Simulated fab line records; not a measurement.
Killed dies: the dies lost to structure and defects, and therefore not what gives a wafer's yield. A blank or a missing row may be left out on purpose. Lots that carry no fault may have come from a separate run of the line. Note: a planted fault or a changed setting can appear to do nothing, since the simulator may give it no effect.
Problem report, 8D (eight disciplines) form, completed by code    flow n5_finfet    the parts of the form that need people (team, actions taken, sign-off) are left out

1. WHAT IS WRONG
Mean of killed_at_other at N5_PASSIVATION_PROBE_49: 98.2 across 6 wafers in 2 lots; on wafers with no fault it is 3.1 (standard deviation 2.6). Measured from the usual mean, that is +37 standard deviations.
Seen first at day 16 12:55 on prober-01, wafer L946.1. Wafers with a number at this step in the record: 11, from 4 lots. By rule, "out" or "out of limits" means more than 4 standard deviations away from the usual mean. All remaining wafers that have a number are taken as sound.

2. WHAT IT IS; WHAT IT IS NOT
question                     is                      is not
which readings at this step  killed_at_other         killed_at_M0_to_M3, killed_at_M4_up, killed_at_contacts, killed_at_front_end, killed_open, killed_short
which lots                   L946, L947              L948, L949
which wafers of those lots   all that have a number  -
read on which tools          prober-01               prober-02
when                         from day 16 12:55       up to then (3 sound wafers); but 2 sound wafers of L949 came after

3. THE SUSPECTS, EACH WITH WHAT RULES IT OUT
Counting: any tool at a process step up to the reading is kept as a suspect provided that every lot that is out went through it and no sound lot did after the first of them.
- wet_bench-01 at N5_PASSIVATION_STRIP_51 (strips in post etch residue remover, time 1200 s): kept. It ran every lot that is out, first L946 (day 16 08:49), and no sound lot after that.
- prober-01 at N5_PASSIVATION_PROBE_49: kept. It ran every lot that is out, first L946 (day 16 12:55), and no sound lot after that; its last sound lot up to then is L948 (day 16 05:07). Its own killed_at_other readings are out on those wafers.
Remaining after the count are wet_bench-01 at N5_PASSIVATION_STRIP_51 and prober-01 at N5_PASSIVATION_PROBE_49.

4. THE CAUSE (what the simulator had put in)
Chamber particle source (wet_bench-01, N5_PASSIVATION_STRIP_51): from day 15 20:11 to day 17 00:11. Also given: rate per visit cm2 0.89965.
This tool is one of the 2 suspects left after counting.

5. THE CHAIN OF EFFECTS, in route order
Each row: a reading whose mean over the struck wafers that have a number lies more than 3 standard deviations from the usual. Readings are gone through only where the record gives a usual standard deviation; hours: the median, over the lots, of the time from a lot's start at the first step in this table giving one to that lot's start at this step; sigmas: the change measured in usual standard deviations.
hours  step                     reading               usual   on struck wafers  change  sigmas
0      N5_PASSIVATION_PROBE_49  defect_limited_yield  91.3 %  83.6              -7.7    -5.9
0      N5_PASSIVATION_PROBE_49  killed_at_other       3.1     98.2              +95.1   +37
0      N5_PASSIVATION_PROBE_49  killed_dies           102     194               +92     +5.7
0      N5_PASSIVATION_PROBE_49  killed_on_rim         13      26                +13     +3.3
0      N5_PASSIVATION_PROBE_49  sort_bin_5_function   5.1 %   10.3              +5.2    +6.0
0      N5_PASSIVATION_PROBE_49  sort_n_pass           1078    986               -92     -5.7
0      N5_PASSIVATION_PROBE_49  sort_yield_pct        91.3 %  83.6              -7.7    -5.9
It contains these process steps:
- N5_PASSIVATION_PROBE_49

6. WHAT WOULD HAVE CAUGHT IT SOONER
First out-of-limits reading in this record: day 16 12:55, which is 17 hours after fault onset at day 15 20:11.
Each of the lots that are out, 2 in all, had begun N5_PASSIVATION_STRIP_51 on wet_bench-01 no later than day 16 12:55. Tool hold at that time: it would have spared none of them.
